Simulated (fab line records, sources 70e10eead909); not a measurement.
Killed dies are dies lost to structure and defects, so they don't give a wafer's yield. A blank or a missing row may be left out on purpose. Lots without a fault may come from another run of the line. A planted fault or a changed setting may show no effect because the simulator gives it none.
fab line records | flow nand_harc
record lots=24 wafers=72 last_day=34
route steps=1302 shown A_CHANNEL_HOLE_D2@585 A_CHANNEL_FILL_D2@612 A_STAIRCASE@639
lots that met no fault: from a run of the same line without faults
start_h: hours from the record's first day to the start of the lot's first wafer shown | wait_h: hours since the lot's step before | " the same as in the row above | L1.1+2: a row that stands for several wafers | - no value, or no start given | * or withheld: withheld | < > ~ a bound
route shown NAME@n: a module of which the file shows steps, and the number in the route of the first | usual: mean/standard deviation of fault-free wafers | same: alike in all rows | chamber/n: place in a boat | sites: the reading at each site | _std_site: their standard deviation | _edge_site: outer sites' mean less inner sites' | radius_mm: how far each site lies from the wafer's centre | mask NAME#n: copy n | behind: the tool/chamber that last shaped the wafer | hold: why the lot was held/for how many hours/how that ended | device: the transistor (n, p or np) that didn't switch | end of line: the same wafers' tests at the end of the route | a step without rows: its recipe alone | killed: dies lost to structure and defects at the first sort, not the wafer's yield | map: a wafer's dies, x killed, . not, _ none there
set.NAME: the setting as run; set.NAME@STEP: as run at that earlier step | model.NAME: the simulator's own value behind a step, which no gauge read
steps of the route over a sample of lots; a table a step, a row a wafer
services: from which hour (start_h, from the record's first day; less than 0 if before it) a tool's chamber was out of use, for how many hours, and why
## steps
# step NHARC_A_CHANNEL_HOLE_D2_DESCUM_15
# recipe time_s=3 o2_flow_sccm=200 ar_flow_sccm=0 bias_power_w=0 chemistry=O2
# usual drypump_motor_current_A=6.1/0.56 o2_flow_sccm=200.0/0.63 oes_product_au=1.003/0.01 rf_vpp_V=57.8/0.87 showerhead_plenum_p_Torr=1.91/0.09 throttle_valve_pct=11.312/0.0095
# columns lot.wafer tool chamber start_h wait_h drypump_motor_current_A o2_flow_sccm oes_product_au rf_hours_counter_h rf_vpp_V showerhead_plenum_p_Torr throttle_valve_pct
L074.3 rie_diel-04 0 294.67 0.1 6.5 199.9 1.003 7.5 57.9 2.00 11.317
L074.2 " 2 " " 6.7 199.9 1.017 5.0 56.5 1.86 11.319
L074.6 " 0 " " 6.5 200.8 0.995 - 58.4 2.00 11.318
L076.1 rie_diel-04 0 315.74 0.1 6.5 199.9 1.001 8.8 59.6 2.00 11.322
L076.6 " 2 " " 6.8 199.8 1.010 - 58.2 1.86 11.294
L076.5 " 3 " " 5.4 199.5 0.990 - 57.4 1.90 11.332
L075.1 rie_diel-08 3 316.31 0.1 6.6 200.7 1.010 6.6 58.2 1.86 11.331
L075.6 " 2 " " 5.8 199.6 1.005 - 57.8 2.04 11.327
L075.4 " 0 " " 6.3 199.9 0.994 - 58.2 1.87 11.331
L077.1 rie_diel-04 2 328.36 0.1 6.8 199.5 1.014 7.4 57.8 1.86 11.302
L077.6 " 3 " " 5.4 199.7 0.988 - 57.9 1.90 11.307
L077.5 " 0 " " 6.5 199.3 0.994 - 58.1 2.00 11.314
L079.3 rie_diel-08 0 330.11 0.1 6.3 200.6 0.993 7.8 58.2 1.87 11.319
L079.2 " 1 " " 5.4 200.2 0.989 6.1 57.6 1.91 11.310
L079.6 " 0 " " 6.3 199.9 0.991 - 56.9 1.87 11.315
L078.2 rie_diel-04 3 330.28 0.1 5.4 200.9 0.983 10.2 57.8 1.90 11.322
L078.6 " 2 " " 6.7 199.7 1.005 - 57.6 1.86 11.313
L078.5 " 3 " " 5.4 200.2 0.992 - 57.0 1.90 11.311
L080.1 rie_diel-04 1 353.23 0.1 6.7 199.3 0.984 8.2 57.3 1.90 11.311
L080.2 " 2 " " 6.8 199.9 1.020 10.5 57.4 1.86 11.307
L080.6 " 0 " " 6.5 199.5 0.994 - 58.8 2.00 11.313
L082.2 rie_diel-02 3 368.50 0.1 4.7 200.0 1.016 6.3 57.9 2.05 11.310
L082.3 " 2 " " 6.3 198.9 1.003 6.7 56.9 1.82 11.314
L082.6 " 0 " " 6.3 200.1 1.022 - 56.5 1.77 11.325
L081.3 rie_diel-08 2 377.33 0.1 5.8 200.0 1.003 0 58.3 2.04 11.300
L081.1 " 3 " " 6.6 199.5 1.026 0 58.8 1.86 11.326
L081.5 " 3 " " 6.6 199.7 1.023 - 56.1 1.86 11.306
L083.1 rie_diel-02 2 378.27 0.1 6.3 200.5 1.006 7.7 57.3 1.82 11.322
L083.4 " 3 " " 4.7 200.7 1.015 7.1 60.2 2.05 11.331
L083.6 " 1 " " 6.0 200.0 1.016 - 59.8 2.01 11.326
L084.2 rie_diel-04 0 395.32 0.1 6.6 200.9 0.989 2.4 58.8 2.00 11.296
L084.1 " 2 " " 6.7 199.3 1.014 3.0 58.5 1.86 11.315
L084.6 " 0 " " 6.6 200.5 0.995 - 58.8 2.00 11.322
L085.2 rie_diel-08 2 411.63 0.1 5.8 200.5 0.996 2.0 59.0 2.04 11.308
L085.1 " 3 " " 6.6 200.0 1.005 1.9 57.2 1.86 11.313
L085.3 " 0 " " 6.3 199.5 0.990 1.5 57.5 1.87 11.308
L087.3 rie_diel-02 3 422.83 0.1 4.7 200.2 1.007 1.1 58.8 2.05 11.303
L087.5 " 1 " " 6.0 199.7 1.009 - 57.4 2.01 11.305
L087.6 " 2 " " 6.2 199.6 0.997 - 58.7 1.82 11.322
L086.1 rie_diel-08 3 423.59 0.1 6.6 199.8 1.013 3.7 57.1 1.86 11.311
L086.2 " 2 " " 5.8 200.2 1.003 3.5 57.4 2.04 11.315
L086.5 " 3 " " 6.6 200.1 1.023 - 57.8 1.86 11.298
L089.2 rie_diel-08 2 440.13 0.1 5.7 201.0 1.011 4.3 57.3 2.04 11.329
L089.4 " 3 " " 6.6 199.8 1.017 4.5 57.9 1.86 11.315
L089.1 " 0 " " 6.3 200.5 0.990 2.8 56.1 1.87 11.324
L088.1 rie_diel-02 0 442.14 0.1 6.2 199.5 1.011 2.2 58.7 1.77 11.306
L088.6 " 0 " " 6.3 198.8 1.012 - 57.5 1.77 11.303
L088.5 " 2 " " 6.3 199.4 1.007 - 57.3 1.82 11.323
L090.2 rie_diel-02 2 448.87 0.1 6.2 200.8 1.005 2.9 56.7 1.82 11.324
L090.1 " 0 " " 6.2 200.4 1.005 3.3 57.0 1.77 11.303
L090.5 " 1 " " 6.0 199.0 1.010 - 58.3 2.01 11.317
L092.3 rie_diel-08 3 464.57 0.1 6.5 200.2 1.017 6.0 57.4 1.86 11.314
L092.1 " 0 " " 6.3 199.0 0.989 4.2 56.9 1.87 11.303
L092.4 " 1 " " 5.4 200.0 0.993 5.8 57.3 1.90 11.286
L091.2 rie_diel-04 0 465.10 0.1 6.5 199.8 0.993 5.7 58.6 2.00 11.308
L091.3 " 2 " " 6.8 199.4 1.016 6.6 57.7 1.86 11.313
L091.5 " 0 " " 6.5 199.6 0.989 - 56.8 2.00 11.328
L093.4 rie_diel-02 3 476.59 0.1 4.7 199.7 1.010 2.6 57.7 2.05 11.308
L093.3 " 0 " " 6.2 199.5 1.019 4.6 56.1 1.77 11.311
L093.1 " 1 " " 6.0 199.3 1.006 3.4 57.9 2.01 11.305
L094.1 rie_diel-02 1 490.43 0.1 6.0 199.6 1.001 4.3 58.0 2.01 11.311
L094.4 " 0 " " 6.2 198.7 1.009 5.4 57.1 1.77 11.318
L094.5 " 1 " " 6.0 200.6 0.996 - 58.9 2.01 11.305
L095.1 rie_diel-02 0 511.94 0.1 6.3 200.7 1.012 6.2 56.5 1.77 11.321
L095.4 " 1 " " 6.0 199.4 1.012 5.1 58.4 2.01 11.300
L095.5 " 0 " " 6.3 200.1 1.008 - 58.0 1.77 11.305
L096.3 rie_diel-02 0 520.46 0.1 6.2 199.7 1.007 7.0 57.6 1.77 11.324
L096.2 " 2 " " 6.3 199.8 0.994 6.0 57.9 1.82 11.314
L096.6 " 0 " " 6.2 200.3 1.013 - 57.2 1.77 11.297
L097.3 rie_diel-08 1 532.23 0.1 5.4 201.1 0.994 10.5 58.8 1.90 11.314
L097.5 " 2 " " 5.7 199.9 1.003 - 58.1 2.03 11.314
L097.6 " 3 " " 6.5 200.0 1.021 - 58.3 1.86 11.304
# step NHARC_A_CHANNEL_FILL_D2_ALD_02
# recipe target_thk_a=60 pulse_time_s=10 ald_cycles=60 temp_c=300 material=SiO2
# usual heater_power_w=488/46 precursor_pulse_height_rel=0.998/0.018
# columns lot.wafer tool chamber start_h wait_h heater_power_w precursor_pulse_height_rel
L074.2 ald_hk-04 2 301.95 - 539 0.991
L074.3 " 3 " " 486 0.988
L074.6 " 1 " " 438 0.969
L076.1 ald_hk-04 0 323.22 - 452 1.004
L076.6 " 3 " " 480 1.013
L076.5 " 0 " " 452 1.023
L075.4 ald_hk-04 3 326.84 - 483 1.004
L075.1 " 0 " " 449 1.027
L075.6 " 0 " " 461 1.019
L077.1 ald_hk-01 1 336.49 0.3 501 1.018
L077.6 " 2 " " 496 1.018
L077.5 " 3 " " 542 0.978
L079.3 ald_hk-02 2 337.26 0.2 399 0.986
L079.2 " 0 " " 549 0.972
L079.6 " 1 " " 479 0.960
L078.2 ald_hk-04 3 340.45 - 480 0.991
L078.6 " 2 " " 542 1.031
L078.5 " 3 " " 483 0.982
L080.2 ald_hk-01 1 360.41 - 504 0.959
L080.1 " 0 " " 457 0.991
L080.6 " 2 " " 498 1.012
L082.3 ald_hk-01 3 375.67 - 543 0.982
L082.2 " 0 " " 467 1.012
L082.6 " 2 " " 520 0.970
L081.3 ald_hk-01 0 384.48 - 449 1.006
L081.1 " 1 " " 506 0.996
L081.5 " 0 " " 470 0.994
L083.1 ald_hk-02 1 386.43 - 489 1.005
L083.4 " 3 " " 450 1.011
L083.6 " 2 " " 378 0.992
L084.2 ald_hk-01 3 405.58 - 539 0.985
L084.1 " 2 " " 505 1.004
L084.6 " 3 " " 560 1.022
L085.3 ald_hk-04 1 418.87 - 438 0.999
L085.1 " 2 " " 544 0.977
L085.2 " 3 " " 488 1.012
L087.3 ald_hk-04 0 431.16 - 456 0.964
L087.5 " 1 " " 435 1.016
L087.6 " 2 " " 552 1.022
L086.1 ald_hk-02 0 432.69 - 521 0.968
L086.2 " 1 " " 484 1.009
L086.5 " 1 " " 502 1.009
L089.4 ald_hk-01 2 447.40 - 517 0.965
L089.1 " 0 " " 474 1.033
L089.2 " 1 " " 523 1.002
L088.1 ald_hk-01 0 449.99 - 458 1.003
L088.5 " 2 " " 507 1.004
L088.6 " 3 " " 546 1.019
L090.1 ald_hk-04 3 456.06 - 482 0.987
L090.2 " 0 " " 441 1.009
L090.5 " 2 " " 533 0.985
L092.3 ald_hk-01 3 473.26 - 557 1.010
L092.4 " 0 " " 468 0.985
L092.1 " 1 " " 508 0.975
L091.3 ald_hk-01 3 473.94 - 543 1.026
L091.2 " 2 " " 519 1.013
L091.5 " 3 " " 550 1.022
L093.3 ald_hk-02 1 486.29 - 486 1.007
L093.4 " 2 " " 379 0.991
L093.1 " 0 " " 530 0.997
L094.4 ald_hk-02 2 498.21 - 383 0.998
L094.1 " 3 " " 471 1.000
L094.5 " 1 " " 495 0.993
L095.4 ald_hk-02 1 522.06 - 485 0.977
L095.1 " 2 " " 383 1.006
L095.5 " 0 " " 533 1.002
L096.2 ald_hk-04 2 527.56 - 543 0.974
L096.3 " 1 " " 395 0.980
L096.6 " 2 " " 536 1.033
L097.3 ald_hk-01 1 541.37 - 496 0.996
L097.5 " 0 " " 448 0.976
L097.6 " 1 " " 502 1.006
# step NHARC_A_CHANNEL_FILL_D2_ALD_16
# recipe target_thk_a=15 pulse_time_s=10 ald_cycles=15 temp_c=300 material=SiO2
# usual heater_power_w=476/48 precursor_pulse_height_rel=0.999/0.018
# columns lot.wafer tool chamber start_h wait_h heater_power_w precursor_pulse_height_rel
L074.3 ald_hk-02 2 314.45 0.5 392 1.010
L074.2 " 0 " " 539 1.017
L074.6 " 2 " " 403 1.022
L076.1 ald_hk-04 0 335.29 0.0 456 0.997
L076.6 " 0 " " 442 1.011
L076.5 " 1 " " 425 1.021
L075.4 ald_hk-04 3 339.04 0.1 490 0.976
L075.1 " 1 " " 430 1.020
L075.6 " 2 " " 537 0.998
L079.3 ald_hk-02 1 348.53 0.1 495 1.003
L079.2 " 2 " " 402 1.005
L079.6 " 0 " " 559 0.994
L077.1 ald_hk-04 1 348.54 0.1 423 1.022
L077.5 " 3 " " 483 1.014
L077.6 " 0 " " 446 1.019
L078.2 ald_hk-04 1 352.62 0.1 431 0.965
L078.6 " 0 " " 447 0.973
L078.5 " 1 " " 441 1.009
L080.1 ald_hk-02 3 372.66 0.1 461 1.010
L080.2 " 0 " " 528 1.019
L080.6 " 3 " " 459 1.018
L082.3 ald_hk-02 0 387.83 0.1 533 1.023
L082.2 " 1 " " 473 1.009
L082.6 " 3 " " 460 0.994
L083.1 ald_hk-01 1 396.64 0.0 513 0.968
L083.4 " 3 " " 544 1.001
L083.6 " 2 " " 499 1.010
L081.1 ald_hk-04 2 396.66 0.1 543 1.005
L081.3 " 3 " " 489 1.012
L081.5 " 2 " " 535 0.971
L084.1 ald_hk-01 2 419.81 0.0 509 0.987
L084.2 " 3 " " 545 0.974
L084.6 " 3 " " 535 0.977
L085.3 ald_hk-02 3 431.03 0.0 452 1.013
L085.2 " 0 " " 541 0.988
L085.1 " 1 " " 502 0.993
L087.3 ald_hk-01 1 443.19 0.1 501 0.997
L087.6 " 0 " " 474 1.004
L087.5 " 1 " " 502 0.994
L086.1 ald_hk-01 1 443.35 0.2 514 1.010
L086.2 " 3 " " 539 1.005
L086.5 " 1 " " 508 0.992
L089.4 ald_hk-04 2 459.57 0.0 537 1.024
L089.2 " 3 " " 484 1.029
L089.1 " 0 " " 451 0.988
L088.1 ald_hk-02 3 459.68 0.1 463 0.961
L088.5 " 0 " " 532 1.000
L088.6 " 1 " " 489 0.988
L090.1 ald_hk-04 3 468.14 0.0 481 0.954
L090.2 " 2 " " 535 0.999
L090.5 " 0 " " 457 0.995
L092.1 ald_hk-02 3 486.73 1.4 472 0.988
L092.3 " 1 " " 481 1.009
L092.4 " 2 " " 385 1.016
L091.3 ald_hk-02 1 486.90 1.6 488 0.971
L091.2 " 0 " " 524 0.996
L091.5 " 2 " " 380 1.028
L093.1 ald_hk-01 3 498.46 0.0 510 0.989
L093.3 " 1 " " 512 0.989
L093.4 " 2 " " 479 1.000
L094.1 ald_hk-04 1 512.79 2.5 405 0.996
L094.4 " 2 " " 553 0.990
L094.5 " 1 " " 386 0.994
L095.1 ald_hk-04 0 534.12 0.0 459 1.002
L095.4 " 1 " " 396 0.966
L095.5 " 0 " " 452 0.988
L096.2 ald_hk-02 3 539.76 0.1 459 1.040
L096.3 " 1 " " 504 0.987
L096.6 " 3 " " 450 0.991
L097.3 ald_hk-01 2 551.59 0.3 499 1.014
L097.6 " 0 " " 454 0.972
L097.5 " 1 " " 506 1.007
# step NHARC_A_STAIRCASE_DEP_156
# recipe target_thk_a=500 temp_c=400 target_thk_nm=50 flow_sccm=200 rf_w=450 material=SiNx
# usual heater_power_w=684/97 rf_fwd_power_W=448.0/1.3
# columns lot.wafer tool chamber start_h wait_h heater_power_w rf_fwd_power_W
L074.2 pecvd-02 1 351.32 0.1 778 447.9
L074.3 " 2 " " 596 448.2
L074.6 " 2 " " 587 447.9
L075.1 pecvd-02 0 374.64 0.1 648 447.6
L075.6 " 0 " " 519 446.9
L075.4 " 1 " " 804 448.9
L076.1 pecvd-01 1 374.83 0.1 767 447.4
L076.5 " 2 " " 602 448.1
L076.6 " 0 " " 740 449.1
L077.1 pecvd-02 1 384.43 0.1 879 446.9
L077.5 " 1 " " 892 445.0
L077.6 " 0 " " 623 446.1
L079.3 pecvd-03 0 384.44 0.1 624 448.4
L079.2 " 1 " " 658 446.4
L079.6 " 0 " " 623 448.7
L078.2 pecvd-02 2 388.66 0.1 604 448.1
L078.6 " 1 " " 869 448.0
L078.5 " 2 " " 606 448.2
L080.1 pecvd-03 2 413.65 0.1 741 448.3
L080.2 " 1 " " 570 447.7
L080.6 " 0 " " 715 448.7
L082.3 pecvd-02 1 427.62 0.1 815 447.4
L082.2 " 2 " " 542 449.1
L082.6 " 2 " " 532 449.7
L083.1 pecvd-02 2 431.84 0.1 525 448.0
L083.6 " 1 " " 801 447.8
L083.4 " 0 " " 589 445.8
L081.1 pecvd-01 1 435.59 0.1 668 446.6
L081.3 " 0 " " 706 444.5
L081.5 " 2 " " 625 449.1
L084.1 pecvd-01 0 458.37 0.1 824 445.3
L084.2 " 2 " " 680 448.7
L084.6 " 0 " " 799 447.9
L085.1 pecvd-02 0 467.97 0.1 634 446.9
L085.2 " 1 " " 849 447.4
L085.3 " 2 " " 566 450.2
L086.1 pecvd-03 2 479.80 0.1 768 447.6
L086.2 " 0 " " 640 448.5
L086.5 " 0 " " 646 449.0
L087.3 pecvd-02 2 484.16 0.1 600 449.3
L087.5 " 0 " " 631 446.6
L087.6 " 1 " " 734 448.3
L088.1 pecvd-03 2 494.58 0.1 790 448.6
L088.6 " 2 " " 808 452.0
L088.5 " 1 " " 649 448.6
L089.2 pecvd-02 0 498.42 0.1 584 446.4
L089.1 " 1 " " 856 448.3
L089.4 " 2 " " 598 447.6
L090.1 pecvd-02 1 505.89 0.2 715 445.5
L090.2 " 2 " " 544 449.2
L090.5 " 1 " " 728 448.8
L092.1 pecvd-02 1 525.39 0.1 856 451.2
L092.3 " 2 " " 629 448.1
L092.4 " 0 " " 609 446.5
L091.2 pecvd-03 0 525.61 0.1 724 449.3
L091.3 " 0 " " 727 447.4
L091.5 " 0 " " 718 447.2
L093.3 pecvd-01 2 534.58 0.1 642 447.0
L093.1 " 1 " " 743 449.3
L093.4 " 0 " " 812 447.9
L094.1 pecvd-02 2 549.56 0.1 608 448.1
L094.5 " 0 " " 612 448.5
L094.4 " 1 " " 760 450.6
L095.1 pecvd-02 0 570.79 0.1 609 449.6
L095.4 " 1 " " 886 449.1
L095.5 " 2 " " 536 449.8
L096.3 pecvd-01 2 575.75 0.1 684 448.6
L096.2 " 0 " " 792 445.3
L096.6 " 0 " " 801 446.8
L097.3 pecvd-03 0 587.33 0.1 807 449.0
L097.6 " 2 " " 742 447.6
L097.5 " 0 " " 811 449.0
# step NHARC_A_STAIRCASE_TRIM_14
# recipe time_s=211.2 o2_flow_sccm=500 ar_flow_sccm=0 bias_w=0 chemistry=O2
# usual drypump_motor_current_A=5.8/0.49 o2_flow_sccm=499.9/1.6 oes_product_au=0.999/0.0096 rf_vpp_V=57.7/0.83 showerhead_plenum_p_Torr=3.53/0.16 throttle_valve_pct=17.037/0.0099
# same bias_w=0
# columns lot.wafer tool chamber start_h wait_h drypump_motor_current_A o2_flow_sccm oes_product_au rf_hours_counter_h rf_vpp_V showerhead_plenum_p_Torr throttle_valve_pct
L074.2 rie_diel-12 3 - - 6.3 500.0 1.003 31 57.2 3.57 17.021
L074.3 " 2 " " 5.8 499.7 1.012 27 56.5 3.51 17.039
L074.6 " 0 " " 6.4 500.1 1.001 - 56.9 3.31 17.038
L075.4 rie_diel-12 1 - - 6.1 500.8 1.009 30 58.4 3.54 17.043
L075.1 " 3 " " 6.3 497.5 0.996 39 57.4 3.57 17.035
L075.6 " 1 " " 6.1 500.7 1.002 - 56.5 3.54 17.030
L076.1 rie_diel-11 0 - - 5.3 499.5 1.018 40 58.8 3.38 17.051
L076.6 " 1 " " 6.4 497.2 0.998 - 58.9 3.79 17.033
L076.5 " 2 " " 6.0 502.7 1.010 - 57.1 3.75 17.060
L077.1 rie_diel-12 2 - - 5.8 502.2 0.999 35 56.7 3.51 17.042
L077.6 " 1 " " 6.1 500.5 1.005 - 57.6 3.54 17.044
L077.5 " 2 " " 5.8 498.6 1.003 - 58.6 3.51 17.043
L079.3 rie_diel-07 0 - - 4.9 500.0 0.988 21 57.4 3.47 17.022
L079.2 " 1 " " 6.3 498.9 0.983 24 57.6 3.61 17.018
L079.6 " 3 " " 5.6 501.3 0.998 - 56.2 3.31 17.047
L078.2 rie_diel-07 2 - - 5.2 500.4 0.983 29 58.1 3.76 17.030
L078.5 " 2 " " 5.2 502.9 0.997 - 58.0 3.76 17.018
L078.6 " 3 " " 5.6 501.0 1.010 - 57.4 3.31 17.043
L080.1 rie_diel-12 3 - - 6.3 497.0 0.995 55 58.0 3.56 17.036
L080.2 " 1 " " 6.1 502.3 1.006 43 57.5 3.53 17.041
L080.6 " 2 " " 5.8 501.5 1.011 - 56.7 3.50 17.049
L082.2 rie_diel-11 3 - - 5.5 498.2 0.994 49 58.5 3.65 17.056
L082.3 " 2 " " 6.0 499.0 1.017 54 57.7 3.74 17.026
L082.6 " 0 " " 5.3 497.2 1.012 - 57.0 3.37 17.021
L083.4 rie_diel-12 2 - - 5.8 498.6 1.021 57 59.1 3.50 17.025
L083.1 " 3 " " 6.3 500.7 1.009 61 58.4 3.56 17.048
L083.6 " 2 " " 5.8 500.4 1.014 - 57.9 3.50 17.044
L081.3 rie_diel-12 2 - - 5.8 496.6 1.018 58 58.6 3.50 17.034
L081.1 " 0 " " 6.4 498.2 1.000 53 57.8 3.30 17.034
L081.5 " 3 " " 6.3 500.1 0.991 - 56.3 3.56 17.033
L084.2 rie_diel-12 2 - - 5.8 498.8 0.998 5 57.2 3.49 17.031
L084.1 " 0 " " 6.4 498.9 0.996 5 57.0 3.30 17.043
L084.6 " 3 " " 6.3 501.7 0.987 - 58.2 3.55 17.033
L085.2 rie_diel-11 3 - - 5.5 501.9 0.990 12 58.5 3.65 17.047
L085.3 " 1 " " 6.4 502.3 0.982 15 57.6 3.77 17.021
L085.1 " 2 " " 6.0 499.8 0.997 9 57.9 3.73 17.022
L086.2 rie_diel-07 0 - - 4.9 500.2 1.003 0 57.3 3.45 17.029
L086.1 " 1 " " 6.2 502.0 0.998 0 58.9 3.59 17.053
L086.5 " 3 " " 5.6 499.4 0.991 - 57.1 3.29 17.036
L087.3 rie_diel-11 0 - - 5.3 498.4 1.013 20 55.9 3.36 17.025
L087.5 " 2 " " 6.0 498.4 0.995 - 57.7 3.73 17.047
L087.6 " 3 " " 5.5 497.9 1.003 - 58.1 3.64 17.031
L088.1 rie_diel-11 3 - - 5.5 501.4 0.986 20 57.0 3.64 17.037
L088.6 " 2 " " 6.0 499.9 0.989 - 59.2 3.73 17.029
L088.5 " 3 " " 5.5 501.5 0.996 - 57.7 3.64 17.038
L089.1 rie_diel-12 2 - - 5.8 502.3 1.008 16 56.3 3.49 17.038
L089.2 " 3 " " 6.3 502.2 0.986 16 57.2 3.55 17.037
L089.4 " 0 " " 6.4 499.4 0.974 - 57.9 3.29 17.035
L090.1 rie_diel-11 3 - - 5.5 498.0 0.998 25 57.5 3.64 17.041
L090.2 " 1 " " 6.4 500.7 1.002 29 58.3 3.76 17.059
L090.5 " 0 " " 5.3 502.7 1.009 - 57.7 3.35 17.032
L092.3 rie_diel-07 0 - - 4.9 501.6 0.998 15 57.6 3.44 17.035
L092.4 " 1 " " 6.3 498.8 1.000 14 58.5 3.58 17.022
L092.1 " 2 " " 5.2 498.1 0.996 15 59.7 3.74 17.048
L091.3 rie_diel-07 0 - - 4.9 498.0 0.982 15 58.3 3.44 17.028
L091.2 " 2 " " 5.2 501.6 0.993 15 59.6 3.74 17.034
L091.5 " 3 " " 5.5 501.2 0.995 - 56.8 3.29 17.034
L093.4 rie_diel-07 0 - - 4.9 500.8 0.994 18 58.8 3.44 17.038
L093.1 " 2 " " 5.2 499.9 1.000 19 57.4 3.73 17.023
L093.3 " 3 " " 5.6 500.1 0.993 19 58.0 3.28 17.030
L094.4 rie_diel-11 1 - - 6.4 501.6 0.990 43 59.2 3.75 17.026
L094.1 " 2 " " 6.0 500.0 1.003 41 57.7 3.71 17.037
L094.5 " 3 " " 5.5 497.6 0.993 - 58.4 3.63 17.036
L095.4 rie_diel-07 0 - - 4.9 498.7 0.992 29 57.4 3.44 17.046
L095.1 " 3 " " 5.6 500.5 1.004 30 57.4 3.28 17.047
L095.5 " 0 " " 4.9 496.4 0.999 - 56.6 3.44 17.053
L096.2 rie_diel-11 1 - - 6.5 502.1 0.995 53 58.5 3.75 17.042
L096.3 " 0 " " 5.3 501.5 1.012 45 57.7 3.34 17.036
L096.6 " 0 " " 5.3 500.6 1.006 - 57.4 3.34 17.034
L097.3 rie_diel-07 1 - - 6.3 500.6 0.999 36 57.8 3.57 17.040
L097.6 " 2 " " 5.2 500.2 0.981 - 57.6 3.72 17.032
L097.5 " 3 " " 5.6 500.7 0.986 - 56.9 3.28 17.028
# step NHARC_A_STAIRCASE_ETCH_15
# recipe target_depth_a=1000 time_s=40.5 ion_energy_ev=400 c4f8_flow_sccm=20 o2_flow_sccm=10 ar_flow_sccm=withheld rf_w=600 bias_w=1000 chemistry=C4F8/O2
# usual bias_w=1000/3.1 oes_product_au=0.941/0.011 rf_fwd_power_W=594.2/2.8 rf_vpp_V=896/5.8
# columns lot.wafer tool chamber start_h wait_h bias_w oes_product_au rf_fwd_power_W rf_hours_counter_h rf_vpp_V
L074.3 rie_diel-12 0 - - 1005 0.937 597.4 28 888
L074.2 " 2 " " 1001 0.958 594.9 27 896
L074.6 " 3 " " 997 0.952 597.0 - 897
L075.1 rie_diel-12 1 - - 995 0.935 594.9 30 896
L075.4 " 0 " " 1000 0.940 593.7 36 887
L075.6 " 1 " " 1002 0.940 593.6 - 898
L076.1 rie_diel-11 1 - - 995 0.941 590.7 37 905
L076.5 " 3 " " 1000 0.945 595.4 - 902
L076.6 " 0 " " 1000 0.960 593.2 - 891
L077.1 rie_diel-12 3 - - 1001 0.958 594.0 41 899
L077.6 " 1 " " 1000 0.948 593.9 - 896
L077.5 " 2 " " 997 0.948 587.2 - 896
L079.2 rie_diel-07 1 - - 1001 0.944 597.3 24 899
L079.3 " 3 " " 998 0.966 590.0 28 888
L079.6 " 2 " " 1005 0.962 593.5 - 903
L078.2 rie_diel-07 2 - - 1004 0.923 593.0 30 903
L078.5 " 1 " " 1003 0.919 597.7 - 899
L078.6 " 2 " " 998 0.924 595.9 - 905
L080.2 rie_diel-12 1 - - 997 0.963 593.3 43 896
L080.1 " 2 " " 1001 0.949 589.9 50 897
L080.6 " 0 " " 1003 0.943 597.8 - 889
L082.3 rie_diel-11 2 - - 1002 0.957 594.6 54 904
L082.2 " 3 " " 997 0.936 597.3 49 900
L082.6 " 1 " " 1003 0.949 589.2 - 905
L083.4 rie_diel-12 1 - - 1005 0.950 597.1 48 895
L083.1 " 3 " " 997 0.931 595.5 61 897
L083.6 " 0 " " 997 0.937 595.5 - 888
L081.3 rie_diel-12 3 - - 999 0.926 598.4 62 897
L081.1 " 2 " " 998 0.940 589.5 58 895
L081.5 " 0 " " 1001 0.931 596.5 - 889
L084.2 rie_diel-12 2 - - 1004 0.949 593.0 5 895
L084.1 " 0 " " 1000 0.925 596.7 5 888
L084.6 " 2 " " 1000 0.941 595.3 - 895
L085.3 rie_diel-11 2 - - 1006 0.952 592.4 9 902
L085.1 " 3 " " 1004 0.937 595.2 12 900
L085.2 " 0 " " 1002 0.946 591.3 15 889
L086.2 rie_diel-07 3 - - 997 0.945 587.5 0 887
L086.1 " 1 " " 1004 0.953 597.0 0 900
L086.5 " 0 " " 1005 0.928 595.8 - 893
L087.3 rie_diel-11 0 - - 1004 0.933 596.9 20 889
L087.6 " 2 " " 1000 0.942 593.8 - 902
L087.5 " 3 " " 1007 0.932 596.6 - 901
L088.1 rie_diel-11 0 - - 1003 0.964 596.9 24 891
L088.5 " 3 " " 994 0.941 595.1 - 900
L088.6 " 0 " " 1001 0.967 593.7 - 889
L089.2 rie_diel-12 0 - - 1001 0.921 594.5 16 886
L089.1 " 2 " " 995 0.946 592.4 16 894
L089.4 " 2 " " 994 0.952 593.2 - 894
L090.1 rie_diel-11 2 - - 999 0.942 596.3 24 902
L090.2 " 3 " " 1001 0.936 595.7 25 901
L090.5 " 3 " " 1001 0.932 594.2 - 899
L092.4 rie_diel-07 3 - - 996 0.933 589.9 16 888
L092.3 " 1 " " 1000 0.951 596.5 14 899
L092.1 " 2 " " 1003 0.927 594.3 15 904
L091.3 rie_diel-07 1 - - 998 0.945 596.5 14 898
L091.2 " 0 " " 1000 0.930 596.4 15 893
L091.5 " 1 " " 995 0.954 597.8 - 899
L093.4 rie_diel-07 1 - - 998 0.928 595.3 17 897
L093.3 " 2 " " 994 0.923 596.7 19 905
L093.1 " 3 " " 1002 0.933 590.2 19 887
L094.1 rie_diel-11 0 - - 994 0.955 593.5 36 887
L094.4 " 1 " " 1001 0.946 590.3 43 904
L094.5 " 2 " " 1002 0.947 597.6 - 902
L095.4 rie_diel-07 0 - - 999 0.924 597.3 29 891
L095.1 " 2 " " 1001 0.940 592.1 29 904
L095.5 " 0 " " 1003 0.932 593.7 - 892
L096.2 rie_diel-11 0 - - 998 0.945 595.4 46 889
L096.3 " 1 " " 999 0.924 589.6 54 905
L096.6 " 1 " " 997 0.938 591.7 - 904
L097.3 rie_diel-07 2 - - 1002 0.923 596.4 34 903
L097.6 " 3 " " 998 0.941 589.8 - 886
L097.5 " 0 " " 1003 0.932 596.0 - 892
## services
# columns tool chamber start_h hours kind
pecvd-02 - 280.28 0.9 repair
rie_diel-12 - 286.44 1.5 repair
rie_diel-07 - 295.18 9.0 pm
ald_hk-01 - 303.98 10.0 pm
rie_diel-07 - 311.87 0.1 repair
rie_diel-07 0 339.05 9.1 repair
ald_hk-02 - 351.03 10.0 pm
rie_diel-07 - 368.11 0.9 repair
pecvd-02 - 408.10 13.0 pm
rie_diel-12 1 411.34 1.3 repair
rie_diel-07 2 429.19 9.2 repair
rie_diel-11 - 433.60 9.0 pm
ald_hk-04 - 440.21 10.0 pm
rie_diel-12 - 445.49 9.0 pm
rie_diel-11 2 459.95 2.8 repair
rie_diel-07 1 468.35 6.0 repair
rie_diel-07 - 472.26 9.0 pm
rie_diel-12 0 478.60 2.4 repair
ald_hk-01 - 482.07 10.0 pm
pecvd-02 - 542.52 1.7 repair
rie_diel-11 2 564.00 30.2 repair
ald_hk-01 - 569.46 0.4 repair
rie_diel-07 2 577.42 6.4 repair
pecvd-02 - 589.10 13.0 pm
## key
fault none
